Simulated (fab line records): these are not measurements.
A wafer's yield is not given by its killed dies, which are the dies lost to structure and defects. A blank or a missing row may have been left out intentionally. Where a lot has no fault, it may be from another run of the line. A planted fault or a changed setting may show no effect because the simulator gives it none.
Which tool is to blame?    flow n5_finfet    10 lots with 30 wafers sampled at 3 steps, on a route of 1938 steps

== WHAT EACH GAUGE READ, for each wafer ==
N5_BEOL_M4_RC_MEAS_101. Usual: DIBL_N 35.9 mV/V, standard deviation 1.4; DIBL_P 35.9 mV/V, standard deviation 1.7; IOFF_N 0.160 nA/um, standard deviation 0.026; IOFF_P 0.21 nA/um, standard deviation 0.036; ION_N 672 uA/um, standard deviation 11; ION_P 461 uA/um, standard deviation 8.1; SS_N 71.4 mV/dec, standard deviation 0.54; SS_P 73.2 mV/dec, standard deviation 0.67; VT_N 249.3 mV, standard deviation 2.7; VT_P -250 mV, standard deviation 3.9.
lot   measured      on         DIBL_N (mV/V)   DIBL_P (mV/V)   IOFF_N (nA/um)     IOFF_P (nA/um)  ION_N (uA/um)  ION_P (uA/um)  SS_N (mV/dec)   SS_P (mV/dec)   VT_N (mV)          VT_P (mV)       flag
L880  day 9 00:26   prober-01  34.8 36.4 32.5  34.6 37.3 32.9  0.127 0.172 0.114  0.20 0.26 0.19  660 683 669    460 474 470    71.4 71.5 70.7  71.7 73.3 72.3  253.8 250.2 250.5  -248 -246 -247  
L887  day 10 05:20  prober-02  35.6 35.7 36.2  34.3 35.1 34.6  0.140 0.142 0.146  0.19 0.19 0.19  666 663 670    456 457 462    71.3 70.9 71.1  72.4 72.9 72.4  253.3 251.2 250.4  -252 -250 -250  
L886  day 10 06:41  prober-02  36.4 34.8 36.5  37.4 35.2 36.9  0.167 0.132 0.172  0.19 0.16 0.20  688 673 679    457 456 463    70.5 71.3 70.6  74.0 73.0 73.3  249.1 249.8 248.2  -254 -256 -251  
L891  day 11 10:28  prober-01  37.2 33.9 36.1  37.7 32.7 35.5  0.182 0.125 0.163  0.26 0.18 0.21  679 672 674    476 458 461    71.4 71.0 71.4  73.8 72.8 73.1  245.9 253.8 249.0  -247 -249 -250  
L895  day 11 21:24  prober-02  37.7 38.6 36.4  38.0 38.5 36.7  0.194 0.223 0.178  0.29 0.30 0.26  690 675 681    478 467 474    71.5 71.7 71.2  73.4 74.1 72.9  245.4 243.9 244.9  -244 -244 -244  
L894  day 12 01:50  prober-01  36.9 35.4 35.4  35.9 34.5 34.0  0.178 0.158 0.147  0.21 0.20 0.18  678 664 662    461 453 445    72.2 72.0 71.9  73.9 72.6 73.1  247.4 249.4 252.3  -249 -252 -254  
L896  day 12 12:24  prober-01  37.8 34.7 37.3  38.4 34.8 38.4  0.207 0.137 0.178  0.23 0.18 0.23  679 658 672    458 456 459    72.8 71.4 72.2  73.4 72.3 74.3  246.9 250.4 245.6  -248 -252 -248  
L899  day 13 03:45  prober-02  40.2 35.4 37.4  39.1 34.9 37.0  0.228 0.132 0.165  0.27 0.19 0.22  677 672 682    468 462 465    72.5 70.7 71.2  74.4 72.5 73.3  246.0 252.0 247.7  -248 -254 -249  
L898  day 13 21:21  prober-02  36.1 37.1 37.0  34.4 36.0 36.6  0.142 0.142 0.158  0.15 0.17 0.18  664 643 674    450 441 450    70.9 71.9 71.8  72.8 73.1 73.2  249.5 253.3 248.2  -258 -254 -255  
L900  day 13 21:41  prober-01  36.2 35.4 34.2  37.0 37.1 34.5  0.186 0.171 0.136  0.23 0.22 0.18  670 690 660    458 465 451    72.1 71.6 71.1  73.9 74.4 72.8  245.1 248.0 251.7  -248 -250 -253  

N5_BEOL_M12_CD_MEAS_17: target cd 140 nm. Usual: cd_nm 140.6 nm, standard deviation 1.8.
lot   measured      on         cd_nm (nm)         flag
L880  day 11 12:09  cd_sem-03  140.5 141.0 139.6  
L887  day 12 18:41  cd_sem-01  138.8 143.1 141.5  
L886  day 12 23:12  cd_sem-01  141.9 143.4 141.7  
L891  day 14 01:23  cd_sem-03  142.1 141.7 141.1  
L895  day 14 10:56  cd_sem-01  139.4 141.3 138.4  
L894  day 14 20:17  cd_sem-01  142.4 138.4 141.4  
L896  day 15 03:18  cd_sem-02  141.2 138.8 142.0  
L899  day 16 04:07  cd_sem-01  138.4 138.7 140.8  
L898  day 17 00:53  cd_sem-02  143.1 141.6 142.5  
L900  day 16 21:14  cd_sem-01  142.8 139.0 136.9  

N5_BEOL_M12_INSPECT_30: inspects for defects (macro). Usual: raw_defect_count 2.3, standard deviation 1.5.
lot   measured      on                 raw_defect_count  flag
L880  day 11 12:32  defect_inspect-02  0 2 5             
L887  day 12 19:05  defect_inspect-01  1 3 1             
L886  day 12 23:43  defect_inspect-01  2 2 3             
L891  day 14 01:53  defect_inspect-02  2 1 2             
L895  day 14 11:19  defect_inspect-02  0 2 2             
L894  day 14 20:40  defect_inspect-01  5 4 1             
L896  day 15 03:49  defect_inspect-01  2 2 4             
L899  day 16 04:29  defect_inspect-01  1 0 2             
L898  day 17 01:24  defect_inspect-01  3 1 1             
L900  day 16 21:37  defect_inspect-01  1 5 2             

== WHAT TOOL EACH LOT RAN ON (gives the tool, then ch and the chambers of the sampled wafers, and finally the start) ==
The record shows no process step preceding these readings.

== AS READ BY THE TOOLS THEMSELVES (means over the sampled wafers that have a number; for cases with no such wafer, the mark the record gives instead) ==
The record holds no such reading with a usual standard deviation.

== THE ANSWER, worked out from the rows above alone ==
Rule: a lot is off if the mean of its wafers that have a number lies more than 3 standard deviations from the usual mean. A lot without any number at a reading at which 4 lots or more have one is off too. Any other lot the step has rows for is counted as sound. After the gauges, taken in route order, come the tools' own readings; for these a lot's mean is taken, as printed above. At the first step where some lot is off, the reading lying furthest off is the one used; lots without a number count as furthest.
Across all readings shown, no lot is off: no conclusion can be drawn from this.

== WHAT THE SIMULATOR PUT IN ==
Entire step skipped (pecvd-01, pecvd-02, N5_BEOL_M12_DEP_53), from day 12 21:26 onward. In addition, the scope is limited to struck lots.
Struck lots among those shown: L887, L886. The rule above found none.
